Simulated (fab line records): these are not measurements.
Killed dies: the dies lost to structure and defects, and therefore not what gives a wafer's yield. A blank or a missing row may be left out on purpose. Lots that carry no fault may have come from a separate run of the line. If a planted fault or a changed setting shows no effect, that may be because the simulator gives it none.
Matching of chambers	flow n5_finfet	N5_FIN_SAQP_ETCH_67 on rie_diel-05 has 4 sister chambers
The step etches SiNx in CH3F/O2, target depth 30 nm. 4 wafers are shown with their chamber, then 8 later ones without.

WAFERS, EACH WITH ITS CHAMBER
wafer	chamber	showerhead_plenum_p_Torr (Torr)
L079.6	2	1.87
L089.2	3	2.05
L089.3	1	2.07
L090.3	0	1.92

WAFERS WHOSE CHAMBER IS MISSING
wafer	showerhead_plenum_p_Torr (Torr)
L090.4	1.92
L090.6	2.05
L092.4	2.05
L092.5	2.05
L092.6	1.92
L097.1	2.07
L097.2	2.12
L097.3	1.92

CHAMBER TAKEN BY EACH
wafer	from the rows above	in truth
L090.4	0	0
L090.6	can't be placed: 3 or 1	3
L092.4	can't be placed: 3 or 1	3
L092.5	can't be placed: 3 or 1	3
L092.6	0	0
L097.1	can't be placed: 1 or 3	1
L097.2	can't be placed: 1 or 3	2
L097.3	0	0
Correct placement for 3 of the 8. These rows do not allow placing 5 (true chamber among the candidates in 4). Wrongly placed: 0.
How it was worked out, from the rows above alone: a wafer's distance from a chamber is the root of the sum, over the readings, of the square of ((its reading less the chamber's mean) divided by the reading's scatter). If the next closest chamber is less than 2 further off than the closest, the wafer can't be placed; otherwise it belongs to the closest. Each chamber's mean is taken over the wafers shown for it. The scatter: root of mean squared gap, hidden wafer to nearest shown wafer, with one shown wafer a chamber.
